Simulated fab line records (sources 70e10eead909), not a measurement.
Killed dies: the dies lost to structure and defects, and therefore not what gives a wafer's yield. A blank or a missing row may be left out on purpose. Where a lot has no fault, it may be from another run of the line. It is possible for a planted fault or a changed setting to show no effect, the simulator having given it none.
8D (eight disciplines) problem report, filled in by code	flow nand harc	the parts of the form that need people (team, actions taken, sign-off) are left out

1. WHAT IS WRONG
Mean of killed at array at NHARC_END_SORT_01: 178 across 2 wafers in 2 lots; on wafers with no fault it is 63 (standard deviation 18). Measured from the usual mean, that is +6.4 standard deviations.
Earliest sighting: wafer L741.2 on prober-02 at day 32 09:18. The record holds 6 wafers of 2 lots with a number at this step. Rule for "out", or "out of limits": more than 4 standard deviations from the usual mean. The rest of the wafers with a number are treated as sound.

2. WHAT IT IS; WHAT IT IS NOT
question	is	is not
which readings at this step	killed at array, killed dies	killed at other, killed at periphery, killed open, killed short
which lots	L741, L743	-
which wafers of those lots	L741.2, L743.5	L741.1, L741.6, L743.1, L743.4
read on which gauges	prober-01, prober-02	-
when	from day 32 09:18	up to then (1 sound wafer); but 3 sound wafers of L741, L743 came after

3. WHAT RULES OUT EACH SUSPECT
Counting: a tool at a process step up to the reading stays a suspect if it ran every lot that is out. Sound lots after the first of them don't rule it out here, since some wafers of a struck lot are sound.
- ruled out: the gauge at NHARC_END_SORT_01. The wafers that are out were read on 2 gauges (prober-01, prober-02).
- rie diel-05 at NHARC_A_CHANNEL_FILL_D1_ETCHBACK_20 (etches the open film in C4F8/O2/Ar, target depth 27 nm, time 13.5 s): kept. It ran every lot that is out, first L741 (day 16 15:13).
- rie diel-09 at NHARC_THIN_TSV_DESCUM_14 (chemistry O2, time 3 s): kept. It ran every lot that is out, first L741 (day 30 17:49).
- rie diel-09 at NHARC_THIN_TSV_ETCH_44 (etches the open film in CF4/O2, target depth 1594.2 nm, time 797.1 s): kept. It ran every lot that is out, first L741 (day 30 17:58).
- Within rie diel-05 at NHARC_A_CHANNEL_FILL_D1_ETCHBACK_20: the wafers that are out ran in chamber 2; their sound lot-mates ran in chambers 1, 3.
- Within rie diel-09 at NHARC_THIN_TSV_ETCH_44: the wafers that are out ran in chamber 2; their sound lot-mates ran in chambers 0, 1, 3.
Left after counting: rie diel-05 at NHARC_A_CHANNEL_FILL_D1_ETCHBACK_20, rie diel-09 at NHARC_THIN_TSV_DESCUM_14, rie diel-09 at NHARC_THIN_TSV_ETCH_44.

4. THE CAUSE (what the simulator had put in)
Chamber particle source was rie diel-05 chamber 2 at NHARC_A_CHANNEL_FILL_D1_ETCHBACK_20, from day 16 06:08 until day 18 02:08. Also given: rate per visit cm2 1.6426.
Counting left 3 suspects, and this tool is among them.

5. SEQUENCE OF EFFECTS, ordered by route
Rows list readings where the struck wafers' mean (over those with a number) sits beyond 3 standard deviations from the usual. Only readings whose record carries a usual standard deviation are examined. hours: median over the lots of the time between each lot's start at the first step of this table that gives one and its start at this step. sigmas: the change, counted in usual standard deviations.
hours	step	reading	usual	on struck wafers	change	sigmas
0	NHARC_END_SORT_01	killed at array	63	178	+114	+6.4
0	NHARC_END_SORT_01	killed dies	68	180	+112	+6.2

6. HOW IT WOULD HAVE BEEN CAUGHT EARLIER
In this record the first reading out of limits at a measuring or inspecting step was taken at day 32 09:18, 387 hours after the fault began at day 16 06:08.
Of the tool readings at NHARC_A_CHANNEL_FILL_D1_ETCHBACK_20 for which the record gives a usual standard deviation, none was out on any struck wafer, so an alarm limit of 4 standard deviations on them would not have fired.
By day 32 09:18, every lot that is out (2) had started NHARC_A_CHANNEL_FILL_D1_ETCHBACK_20 on rie diel-05. Holding the tool at that point would not have protected any of them.
